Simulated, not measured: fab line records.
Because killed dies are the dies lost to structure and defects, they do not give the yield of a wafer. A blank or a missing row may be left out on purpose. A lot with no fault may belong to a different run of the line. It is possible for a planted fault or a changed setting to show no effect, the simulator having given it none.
fab line records    flow n5-finfet
record: lots: 24  wafers: 72  last-day: 17
route steps=1938 shown BEOL_M5@1185 BEOL_M6@1207
lots with no fault: from the same line, run without faults
start-h: the number of hours between the record's first day and the start of the first shown wafer of the lot    wait-h: time in hours since the lot's previous step    " repeats the value in the row above    L1.1+2: a row that stands for several wafers    - value missing, or start not given    * or withheld: withheld    < > ~ a bound
route shown NAME@n: names a module that has steps shown in the file, with the first one's number in the route    usual: average and standard deviation across the fault-free wafers    same: alike in all rows    chamber/n: place in a boat    sites: each site's reading    _std_site: the standard deviation of these    _edge_site: mean of outer sites minus mean of inner sites    radius-mm: for every site, how far away it sits from the centre of the wafer    mask NAME#n: copy n    behind: the tool/chamber that last shaped the wafer    hold: why the lot was held/for how many hours/how that ended    device: the n, p or np transistor that did not switch    end of line: at the end of the route, the tests of the same wafers    for a step that has no rows: nothing shown but its recipe    killed: dies lost to structure and defects at the first sort, not the wafer's yield    map: a wafer's dies, marking killed ones x, the rest . and places with no die _
set.NAME: the setting as run; set.NAME@STEP: as run at that earlier step    model.NAME: the simulator's own value behind a step, which no gauge read
the route's steps for a sample of lots (tables are steps, rows are wafers)
services: the hour from which a tool's chamber was out of use, counted from the record's first day as start-h (under 0 if before that day), plus the number of hours and why
== steps ==
step: N5_BEOL_M5_ANNEAL_51
recipe: temp-c: 225  time-s: 90  ambient: N2
usual: wafer_temp_C_max: 226.0/0.34
lot.wafer  tool           chamber  start-h  wait-h  wafer_temp_C_max
L075.2     rtp-anneal-01  0        185.18   0.1     225.5
L075.5     "              0        "        "       225.7
L075.6     "              0        "        "       225.8
L074.1     rtp-anneal-01  0        189.15   0.1     225.8
L074.2     "              0        "        "       225.7
L074.3     "              0        "        "       225.3
L077.3     rtp-anneal-02  0        189.15   0.2     226.3
L077.5     "              0        "        "       227.0
L077.6     "              0        "        "       226.3
L076.3     rtp-anneal-01  0        191.53   0.1     225.9
L076.4     "              0        "        "       225.6
L076.5     "              0        "        "       225.5
L080.2     rtp-anneal-01  0        211.43   0.2     225.8
L080.4     "              0        "        "       225.6
L080.6     "              0        "        "       225.4
L078.2     rtp-anneal-01  0        213.48   0.2     225.8
L078.3     "              0        "        "       225.8
L078.4     "              0        "        "       225.6
L079.1     rtp-anneal-01  0        216.30   0.1     225.8
L079.3     "              0        "        "       225.7
L079.4     "              0        "        "       225.8
L081.2     rtp-anneal-01  0        224.11   0.1     225.7
L081.5     "              0        "        "       225.8
L081.6     "              0        "        "       225.7
L082.1     rtp-anneal-02  0        233.29   0.3     226.3
L082.4     "              0        "        "       226.2
L082.5     "              0        "        "       226.2
L083.1     rtp-anneal-01  0        241.43   0.1     225.7
L083.4     "              0        "        "       225.8
L083.6     "              0        "        "       225.5
L084.1     rtp-anneal-02  0        247.79   0.1     226.0
L084.3     "              0        "        "       226.2
L084.4     "              0        "        "       226.5
L086.1     rtp-anneal-01  0        248.17   0.1     226.0
L086.2     "              0        "        "       225.8
L086.4     "              0        "        "       225.8
L085.3     rtp-anneal-01  0        257.52   0.3     225.9
L085.5     "              0        "        "       226.2
L085.6     "              0        "        "       226.0
L087.1     rtp-anneal-02  0        269.56   0.1     226.1
L087.3     "              0        "        "       226.1
L087.6     "              0        "        "       226.0
L088.1     rtp-anneal-02  0        275.57   0.1     226.2
L088.2     "              0        "        "       226.3
L088.4     "              0        "        "       226.3
L090.3     rtp-anneal-02  0        278.21   0.1     226.4
L090.4     "              0        "        "       226.2
L090.6     "              0        "        "       226.4
L092.2     rtp-anneal-02  0        285.25   0.1     226.8
L092.3     "              0        "        "       226.2
L092.4     "              0        "        "       226.1
L089.1     rtp-anneal-01  0        291.79   0.1     225.6
L089.2     "              0        "        "       225.7
L089.4     "              0        "        "       225.6
L091.2     rtp-anneal-02  0        293.71   0.3     227.0
L091.3     "              0        "        "       226.4
L091.5     "              0        "        "       225.9
L093.4     rtp-anneal-01  0        300.22   0.3     225.9
L093.5     "              0        "        "       225.8
L093.6     "              0        "        "       225.8
L095.3     rtp-anneal-01  0        309.87   0.7     225.5
L095.4     "              0        "        "       226.0
L095.5     "              0        "        "       225.9
L094.1     rtp-anneal-02  0        311.07   0.1     226.1
L094.3     "              0        "        "       226.2
L094.5     "              0        "        "       226.5
L096.3     rtp-anneal-01  0        316.33   0.1     225.7
L096.5     "              0        "        "       225.7
L096.6     "              0        "        "       226.1
L097.1     rtp-anneal-02  0        330.43   0.1     225.9
L097.3     "              0        "        "       225.8
L097.5     "              0        "        "       226.0
step: N5_BEOL_M5_DEP_56
recipe: material: SiCN  target-thk-a: 80  temp-c: withheld  precursor: 3MS/NH3  pressure-torr: 3  rf-w: 202  time-s: 14
usual: showerhead-plenum-p-Torr: 3.660/0.016  throttle-valve-pct: 9.0/0.46
lot.wafer  tool      chamber  start-h  wait-h  showerhead-plenum-p-Torr  throttle-valve-pct
L075.2     pecvd-01  1        185.92   0.0     3.649                     9.3
L075.5     "         0        "        "       3.635                     9.2
L075.6     "         1        "        "       3.653                     9.1
L074.1     pecvd-01  2        189.93   0.0     3.665                     8.5
L074.2     "         0        "        "       3.643                     9.3
L074.3     "         1        "        "       3.653                     9.1
L077.3     pecvd-03  0        190.18   0.0     3.671                     9.2
L077.5     "         2        "        "       3.683                     8.6
L077.6     "         0        "        "       3.678                     9.6
L076.3     pecvd-03  2        192.24   0.0     3.688                     8.6
L076.4     "         0        "        "       3.674                     9.6
L076.5     "         1        "        "       3.683                     9.3
L080.2     pecvd-01  2        212.39   0.0     3.647                     8.9
L080.4     "         2        "        "       3.665                     8.6
L080.6     "         0        "        "       3.642                     9.0
L078.2     pecvd-01  0        214.45   0.0     3.640                     9.1
L078.3     "         1        "        "       3.646                     9.0
L078.4     "         2        "        "       3.649                     8.3
L079.1     pecvd-01  0        217.08   0.0     3.635                     9.2
L079.3     "         1        "        "       3.652                     9.1
L079.4     "         1        "        "       3.654                     9.2
L081.2     pecvd-02  2        224.98   0.0     3.664                     8.0
L081.5     "         1        "        "       3.670                     9.3
L081.6     "         0        "        "       3.675                     9.4
L082.1     pecvd-02  1        234.10   0.0     3.679                     9.3
L082.4     "         1        "        "       3.673                     9.3
L082.5     "         0        "        "       3.663                     9.4
L083.1     pecvd-01  0        242.22   0.0     3.635                     8.8
L083.4     "         2        "        "       3.654                     8.5
L083.6     "         1        "        "       3.646                     9.2
L084.1     pecvd-01  2        248.90   0.0     3.658                     8.7
L084.3     "         1        "        "       3.656                     9.1
L084.4     "         2        "        "       3.659                     8.6
L086.1     pecvd-01  1        249.36   0.0     3.642                     9.0
L086.2     "         2        "        "       3.658                     8.5
L086.4     "         1        "        "       3.652                     9.1
L085.3     pecvd-01  0        258.23   0.0     3.628                     9.3
L085.5     "         2        "        "       3.659                     8.8
L085.6     "         0        "        "       3.629                     9.0
L087.1     pecvd-03  1        270.41   0.0     3.664                     9.4
L087.3     "         0        "        "       3.678                     9.7
L087.6     "         1        "        "       3.668                     9.5
L088.1     pecvd-03  1        276.35   0.0     3.670                     9.2
L088.2     "         2        "        "       3.679                     8.4
L088.4     "         2        "        "       3.676                     8.2
L090.3     pecvd-03  2        278.90   0.0     3.667                     7.9
L090.4     "         0        "        "       3.664                     9.7
L090.6     "         1        "        "       3.674                     9.1
L092.2     pecvd-01  0        285.99   0.0     3.637                     8.9
L092.3     "         2        "        "       3.654                     8.7
L092.4     "         0        "        "       3.645                     9.0
L089.1     pecvd-01  0        292.57   0.0     3.632                     9.0
L089.2     "         1        "        "       3.647                     9.0
L089.4     "         2        "        "       3.668                     8.7
L091.2     pecvd-01  0        294.53   0.0     3.634                     9.0
L091.3     "         1        "        "       3.645                     9.0
L091.5     "         0        "        "       3.629                     9.3
L093.4     pecvd-02  1        300.94   0.0     3.672                     9.5
L093.5     "         0        "        "       3.676                     9.5
L093.6     "         2        "        "       3.662                     7.8
L095.3     pecvd-03  1        310.57   0.0     3.670                     9.6
L095.4     "         0        "        "       3.665                     9.6
L095.5     "         2        "        "       3.671                     8.4
L094.1     pecvd-03  1        311.86   0.0     3.677                     9.1
L094.3     "         0        "        "       3.677                     9.6
L094.5     "         1        "        "       3.678                     9.2
L096.3     pecvd-02  1        317.03   0.0     3.677                     9.5
L096.5     "         1        "        "       3.678                     9.5
L096.6     "         2        "        "       3.656                     8.2
L097.1     pecvd-02  1        331.21   0.0     3.673                     9.3
L097.3     "         2        "        "       3.651                     7.9
L097.5     "         0        "        "       3.672                     9.7
step: N5_BEOL_M5_INSPECT_58
recipe: inspect-instrument: darkfield  mode: post-dep
usual: raw-defect-count: 71/22
lot.wafer  tool               chamber  start-h  wait-h  raw-defect-count
L075.2     defect-inspect-02  -        186.01   0.0     60
L075.5     "                  -        "        "       66
L075.6     "                  -        "        "       72
L074.1     defect-inspect-02  -        190.02   0.0     66
L074.2     "                  -        "        "       69
L074.3     "                  -        "        "       77
L077.3     defect-inspect-01  -        190.28   0.0     56
L077.5     "                  -        "        "       65
L077.6     "                  -        "        "       51
L076.3     defect-inspect-01  -        192.33   0.0     61
L076.4     "                  -        "        "       127
L076.5     "                  -        "        "       101
L080.2     defect-inspect-01  -        212.49   0.0     74
L080.4     "                  -        "        "       96
L080.6     "                  -        "        "       67
L078.2     defect-inspect-01  -        214.54   0.0     63
L078.3     "                  -        "        "       57
L078.4     "                  -        "        "       61
L079.1     defect-inspect-01  -        217.17   0.0     76
L079.3     "                  -        "        "       67
L079.4     "                  -        "        "       85
L081.2     defect-inspect-01  -        225.07   0.0     50
L081.5     "                  -        "        "       75
L081.6     "                  -        "        "       51
L082.1     defect-inspect-01  -        234.21   0.0     112
L082.4     "                  -        "        "       55
L082.5     "                  -        "        "       65
L083.1     defect-inspect-01  -        242.31   0.0     79
L083.4     "                  -        "        "       69
L083.6     "                  -        "        "       62
L084.1     defect-inspect-02  -        249.00   0.0     62
L084.3     "                  -        "        "       54
L084.4     "                  -        "        "       67
L086.1     defect-inspect-01  -        249.45   0.0     91
L086.2     "                  -        "        "       118
L086.4     "                  -        "        "       92
L085.3     defect-inspect-02  -        258.32   0.0     59
L085.5     "                  -        "        "       81
L085.6     "                  -        "        "       71
L087.1     defect-inspect-02  -        270.51   0.0     45
L087.3     "                  -        "        "       104
L087.6     "                  -        "        "       110
L088.1     defect-inspect-01  -        276.44   0.0     64
L088.2     "                  -        "        "       57
L088.4     "                  -        "        "       56
L090.3     defect-inspect-02  -        279.00   0.0     52
L090.4     "                  -        "        "       71
L090.6     "                  -        "        "       20
L092.2     defect-inspect-01  -        286.10   0.0     41
L092.3     "                  -        "        "       66
L092.4     "                  -        "        "       69
L089.1     defect-inspect-01  -        292.67   0.0     51
L089.2     "                  -        "        "       36
L089.4     "                  -        "        "       59
L091.2     defect-inspect-02  -        294.62   0.0     65
L091.3     "                  -        "        "       82
L091.5     "                  -        "        "       140
L093.4     defect-inspect-02  -        301.02   0.0     78
L093.5     "                  -        "        "       77
L093.6     "                  -        "        "       64
L095.3     defect-inspect-02  -        310.66   0.0     62
L095.4     "                  -        "        "       55
L095.5     "                  -        "        "       59
L094.1     defect-inspect-02  -        311.95   0.0     72
L094.3     "                  -        "        "       60
L094.5     "                  -        "        "       66
L096.3     defect-inspect-02  -        317.13   0.0     55
L096.5     "                  -        "        "       56
L096.6     "                  -        "        "       38
L097.1     defect-inspect-02  -        331.30   0.0     103
L097.3     "                  -        "        "       75
L097.5     "                  -        "        "       83
step: N5_BEOL_M6_CD_MEAS_11
recipe: target-cd-nm: 38.5  landing-energy-ev: 500  detector: se-inlens  polarity: opening
usual: cd-nm: 38.3/0.57
same: landing-energy-ev: 500
lot.wafer  tool       chamber  start-h  wait-h  cd-nm
L075.2     cd-sem-03  0        189.62   -       39.4
L075.5     "          0        "        "       38.7
L075.6     "          0        "        "       38.7
L074.1     cd-sem-02  0        193.76   -       38.6
L074.2     "          0        "        "       38.6
L074.3     "          0        "        "       39.1
L077.3     cd-sem-01  0        193.80   -       38.3
L077.5     "          0        "        "       37.4
L077.6     "          0        "        "       37.6
L076.3     cd-sem-02  0        194.26   -       37.6
L076.4     "          0        "        "       37.2
L076.5     "          0        "        "       37.1
L080.2     cd-sem-03  0        218.28   -       38.3
L080.4     "          0        "        "       37.2
L080.6     "          0        "        "       37.8
L078.2     cd-sem-03  0        218.76   -       38.9
L078.3     "          0        "        "       38.7
L078.4     "          0        "        "       39.3
L079.1     cd-sem-03  0        218.93   -       37.7
L079.3     "          0        "        "       38.0
L079.4     "          0        "        "       37.8
L081.2     cd-sem-03  0        227.46   -       38.4
L081.5     "          0        "        "       38.4
L081.6     "          0        "        "       38.0
L082.1     cd-sem-03  0        236.09   -       39.4
L082.4     "          0        "        "       39.3
L082.5     "          0        "        "       39.1
L083.1     cd-sem-02  0        243.58   -       38.5
L083.4     "          0        "        "       38.5
L083.6     "          0        "        "       38.5
L084.1     cd-sem-03  0        251.32   -       38.8
L084.3     "          0        "        "       37.8
L084.4     "          0        "        "       37.5
L086.1     cd-sem-02  0        251.40   -       38.3
L086.2     "          0        "        "       38.4
L086.4     "          0        "        "       39.0
L085.3     cd-sem-02  0        260.29   -       37.9
L085.5     "          0        "        "       38.9
L085.6     "          0        "        "       37.9
L087.1     cd-sem-03  0        271.60   -       38.4
L087.3     "          0        "        "       39.3
L087.6     "          0        "        "       38.9
L088.1     cd-sem-01  0        278.77   -       38.6
L088.2     "          0        "        "       38.7
L088.4     "          0        "        "       38.9
L090.3     cd-sem-03  0        281.84   -       38.9
L090.4     "          0        "        "       37.8
L090.6     "          0        "        "       38.8
L092.2     cd-sem-03  0        287.18   -       38.0
L092.3     "          0        "        "       37.9
L092.4     "          0        "        "       38.0
L089.1     cd-sem-01  0        294.69   -       38.6
L089.2     "          0        "        "       38.3
L089.4     "          0        "        "       37.9
L091.2     cd-sem-03  0        297.63   -       38.5
L091.3     "          0        "        "       38.7
L091.5     "          0        "        "       39.1
L093.4     cd-sem-01  0        302.38   -       38.9
L093.5     "          0        "        "       38.9
L093.6     "          0        "        "       38.5
L095.3     cd-sem-03  0        312.71   -       38.0
L095.4     "          0        "        "       37.7
L095.5     "          0        "        "       38.0
L094.1     cd-sem-03  0        315.37   -       37.9
L094.3     "          0        "        "       38.9
L094.5     "          0        "        "       39.4
L096.3     cd-sem-03  0        320.21   -       39.1
L096.5     "          0        "        "       38.2
L096.6     "          0        "        "       39.1
L097.1     cd-sem-02  0        333.27   -       39.0
L097.3     "          0        "        "       38.6
L097.5     "          0        "        "       38.2
step: N5_BEOL_M6_INSPECT_13
recipe: mode: adi  inspect-instrument: brightfield
usual: raw-defect-count: 416/87
lot.wafer  tool               chamber  start-h  wait-h  raw-defect-count
L075.2     defect-inspect-01  -        189.67   0.0     480
L075.5     "                  -        "        "       339
L075.6     "                  -        "        "       296
L074.1     defect-inspect-01  -        193.81   0.0     410
L074.2     "                  -        "        "       408
L074.3     "                  -        "        "       505
L077.3     defect-inspect-02  -        193.85   0.0     386
L077.5     "                  -        "        "       481
L077.6     "                  -        "        "       283
L076.3     defect-inspect-01  -        194.31   0.0     300
L076.4     "                  -        "        "       452
L076.5     "                  -        "        "       392
L080.2     defect-inspect-01  -        218.33   0.0     370
L080.4     "                  -        "        "       418
L080.6     "                  -        "        "       400
L078.2     defect-inspect-02  -        218.81   0.0     712
L078.3     "                  -        "        "       359
L078.4     "                  -        "        "       356
L079.1     defect-inspect-01  -        218.98   0.0     367
L079.3     "                  -        "        "       321
L079.4     "                  -        "        "       360
L081.2     defect-inspect-01  -        227.52   0.0     429
L081.5     "                  -        "        "       364
L081.6     "                  -        "        "       473
L082.1     defect-inspect-01  -        236.14   0.0     434
L082.4     "                  -        "        "       421
L082.5     "                  -        "        "       379
L083.1     defect-inspect-02  -        243.63   0.0     402
L083.4     "                  -        "        "       450
L083.6     "                  -        "        "       421
L084.1     defect-inspect-02  -        251.38   0.0     419
L084.3     "                  -        "        "       509
L084.4     "                  -        "        "       508
L086.1     defect-inspect-02  -        251.45   0.0     452
L086.2     "                  -        "        "       536
L086.4     "                  -        "        "       500
L085.3     defect-inspect-02  -        260.34   0.0     352
L085.5     "                  -        "        "       296
L085.6     "                  -        "        "       531
L087.1     defect-inspect-01  -        271.66   0.0     574
L087.3     "                  -        "        "       489
L087.6     "                  -        "        "       535
L088.1     defect-inspect-02  -        278.83   0.0     405
L088.2     "                  -        "        "       310
L088.4     "                  -        "        "       340
L090.3     defect-inspect-02  -        281.89   0.0     507
L090.4     "                  -        "        "       393
L090.6     "                  -        "        "       489
L092.2     defect-inspect-02  -        287.24   0.0     410
L092.3     "                  -        "        "       389
L092.4     "                  -        "        "       330
L089.1     defect-inspect-02  -        294.74   0.0     421
L089.2     "                  -        "        "       499
L089.4     "                  -        "        "       463
L091.2     defect-inspect-01  -        297.68   0.0     353
L091.3     "                  -        "        "       415
L091.5     "                  -        "        "       536
L093.4     defect-inspect-01  -        302.43   0.0     337
L093.5     "                  -        "        "       399
L093.6     "                  -        "        "       381
L095.3     defect-inspect-02  -        312.76   0.0     483
L095.4     "                  -        "        "       348
L095.5     "                  -        "        "       322
L094.1     defect-inspect-02  -        315.43   0.0     304
L094.3     "                  -        "        "       364
L094.5     "                  -        "        "       298
L096.3     defect-inspect-02  -        320.26   0.0     266
L096.5     "                  -        "        "       278
L096.6     "                  -        "        "       257
L097.1     defect-inspect-01  -        333.33   0.0     410
L097.3     "                  -        "        "       386
L097.5     "                  -        "        "       502
step: N5_BEOL_M6_OVL_MEAS_29
recipe: points-per-wafer: 522
usual: V5_OVL: 0.3/0.68
lot.wafer  tool        chamber  start-h  wait-h  V5_OVL[nm]
L075.2     overlay-01  0        192.80   0.0     0.0
L075.5     "           0        "        "       -0.7
L075.6     "           0        "        "       -0.4
L074.1     overlay-02  0        195.32   0.0     0.8
L074.2     "           0        "        "       0.4
L074.3     "           0        "        "       0.9
L077.3     overlay-02  0        195.50   0.0     -0.5
L077.5     "           0        "        "       -1.1
L077.6     "           0        "        "       -0.5
L076.3     overlay-01  0        195.78   0.0     -0.8
L076.4     "           0        "        "       0.2
L076.5     "           0        "        "       0.2
L080.2     overlay-02  0        220.36   0.0     1.2
L080.4     "           0        "        "       1.2
L080.6     "           0        "        "       1.2
L079.1     overlay-01  0        220.40   0.0     2.2
L079.3     "           0        "        "       1.4
L079.4     "           0        "        "       0.6
L078.2     overlay-02  0        220.45   0.0     0.0
L078.3     "           0        "        "       0.9
L078.4     "           0        "        "       0.6
L081.2     overlay-01  0        230.20   0.0     0.4
L081.5     "           0        "        "       -0.4
L081.6     "           0        "        "       0.0
L082.1     overlay-02  0        238.94   0.0     -0.1
L082.4     "           0        "        "       0.5
L082.5     "           0        "        "       -0.2
L083.1     overlay-02  0        244.82   0.0     1.7
L083.4     "           0        "        "       0.6
L083.6     "           0        "        "       -0.3
L084.1     overlay-01  0        254.13   0.0     0.5
L084.3     "           0        "        "       0.8
L084.4     "           0        "        "       0.4
L086.1     overlay-01  0        254.81   0.0     0.0
L086.2     "           0        "        "       -0.3
L086.4     "           0        "        "       -0.7
L085.3     overlay-01  0        262.44   0.0     0.6
L085.5     "           0        "        "       0.4
L085.6     "           0        "        "       -0.3
L087.1     overlay-01  0        274.72   0.0     0.0
L087.3     "           0        "        "       -0.1
L087.6     "           0        "        "       -0.4
L088.1     overlay-02  0        280.12   0.0     1.2
L088.2     "           0        "        "       0.8
L088.4     "           0        "        "       1.1
L090.3     overlay-02  0        283.00   0.0     -0.5
L090.4     "           0        "        "       -0.9
L090.6     "           0        "        "       -0.5
L092.2     overlay-01  0        290.45   0.0     0.1
L092.3     "           0        "        "       1.2
L092.4     "           0        "        "       0.9
L089.1     overlay-01  0        297.37   0.0     1.6
L089.2     "           0        "        "       0.3
L089.4     "           0        "        "       0.9
L091.2     overlay-02  0        298.89   0.0     0.9
L091.3     "           0        "        "       0.5
L091.5     "           0        "        "       -0.6
L093.4     overlay-01  0        305.11   0.0     -0.1
L093.5     "           0        "        "       -0.5
L093.6     "           0        "        "       0.9
L095.3     overlay-01  0        314.42   0.0     1.2
L095.4     "           0        "        "       0.3
L095.5     "           0        "        "       1.0
L094.1     overlay-02  0        316.56   0.0     1.6
L094.3     "           0        "        "       0.7
L094.5     "           0        "        "       1.4
L096.3     overlay-02  0        323.96   0.0     -0.6
L096.5     "           0        "        "       0.1
L096.6     "           0        "        "       -0.1
L097.1     overlay-02  0        334.70   0.0     0.4
L097.3     "           0        "        "       -0.1
L097.5     "           0        "        "       -0.2
== services ==
tool      chamber  start-h  hours  kind
pecvd-03  -        181.69   5.5    pm
pecvd-02  -        191.46   0.7    repair
pecvd-01  1        194.67   2.1    scheduled-down
pecvd-03  2        202.38   -      clean
pecvd-03  2        202.38   -      consumable-replace:showerhead
pecvd-03  2        202.38   29.0   scheduled-down
pecvd-03  2        202.38   29.0   vent-cycle
pecvd-02  -        206.66   0.6    repair
pecvd-02  -        219.26   2.8    pm
pecvd-02  2        232.76   12.9   repair
pecvd-03  2        233.23   2.1    scheduled-down
pecvd-02  0        236.34   2.1    scheduled-down
== key ==
fault none
